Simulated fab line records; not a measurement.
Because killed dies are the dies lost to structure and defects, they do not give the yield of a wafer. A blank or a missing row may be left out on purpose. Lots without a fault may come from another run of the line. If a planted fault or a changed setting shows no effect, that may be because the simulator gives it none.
A lot that was struck, set against a sound lot | flow nand-harc | 14 steps out of a route of 1302
Sound: wafers L160.1, L160.2, L160.4. Struck: wafers L156.2, L156.3, L156.6. The cause is named last.
Per side, at each step with rows, come the tool, then ch with its chambers, and then its first start. Under that, the readings that differ: sound wafers | struck wafers | difference of the means | sigmas: that difference in standard deviations of wafers without a fault.
alike: same words and numbers on both sides, and readings whose means sit less than 2 such deviations apart. not compared: any withheld reading, any reading some wafer has no value for, any bound like >300 that may hide the same value, and any number with overlapping values for which the record gives no deviation.
The two part at a step that has a row with sigmas, a row that says differs or no value, or rows on one side only. When numbers do not overlap yet have no deviation, they are printed without sigmas and do not part them. Lack of a reading on every wafer of one side parts them only where that side has two or more wafers.

NHARC_A_ONON_D2_THK_MEAS_30: measures by ellipsometry.
  struck on film-metro-02, day 19 04:31; sound on film-metro-02, day 20 17:25
  alike: thk-nm
NHARC_A_ONON_D2_DEP_33: deposits SiO2, target thk 200 nm.
  sound on pecvd-04 ch 0,2, day 20 17:28; struck on pecvd-02 ch 0,1, day 19 04:43
  alike: heater-power-w, rf-fwd-power-W, susceptor-temp-C, throttle-valve-pct
NHARC_A_ONON_D2_THK_MEAS_34: measures by ellipsometry.
  struck on film-metro-01, day 19 05:04; sound on film-metro-02, day 20 17:53
  alike: thk-nm
NHARC_A_ONON_D2_INSPECT_32:
  struck on defect-inspect-01, day 19 05:08; sound on defect-inspect-01, day 20 17:57
  reading          | sound       | struck      | difference | sigmas
  raw-defect-count | 187 277 262 | 573 408 761 | +339       | +2
NHARC_A_CHANNEL_HOLE_D2_DEP_00: deposits aC, target thk 3100 nm.
  sound on acl-dep-02 ch 0, day 20 18:29; struck on acl-dep-02 ch 0, day 19 08:49
  alike: susceptor-temp-C, throttle-valve-pct
NHARC_A_CHANNEL_HOLE_D2_DEP_01: deposits SiON, target thk 140 nm.
  sound on pecvd-04 ch 0,1, day 20 20:26; struck on pecvd-01 ch 1,2, day 19 10:25
  alike: heater-power-w, rf-fwd-power-W, susceptor-temp-C
then, 5 steps without rows for these wafers: NHARC_A_CHANNEL_HOLE_D2_DEHYDRATE_02 (time 120 s); NHARC_A_CHANNEL_HOLE_D2_HMDS_03 (time 30 s); NHARC_A_CHANNEL_HOLE_D2_COAT_36 (time 75 s); NHARC_A_CHANNEL_HOLE_D2_COAT_37 (time 65 s); NHARC_A_CHANNEL_HOLE_D2_COAT_04 (resist thk 90 nm).
NHARC_A_CHANNEL_HOLE_D2_SOFTBAKE_05: time 55 s.
  sound on litho-track-01 ch 0, day 20 20:00; struck on litho-track-04 ch 0, day 19 10:00
  reading                  | sound                | struck               | difference | sigmas
  heater-power-total-W (W) | 188.51 188.40 188.35 | 178.65 178.90 178.74 | -9.66      | -69
following that, these wafers have no rows for 1 step: NHARC_A_CHANNEL_HOLE_D2_EBR_06.
-- record jumps: 11 days between struck wafers' starts before vs after; left off in module A_CHANNEL_HOLE_D2, resumes in module END, first step shown is number 1302 of the route --
NHARC_END_SORT_01:
  here the record holds rows for the struck wafers (prober-02 ch 0, day 30 17:36) but none for the sound ones

## WHERE THEY PART
At NHARC_A_ONON_D2_INSPECT_32 first; at NHARC_END_SORT_01 last (within this record only).

WHY: what had been put in by the simulator
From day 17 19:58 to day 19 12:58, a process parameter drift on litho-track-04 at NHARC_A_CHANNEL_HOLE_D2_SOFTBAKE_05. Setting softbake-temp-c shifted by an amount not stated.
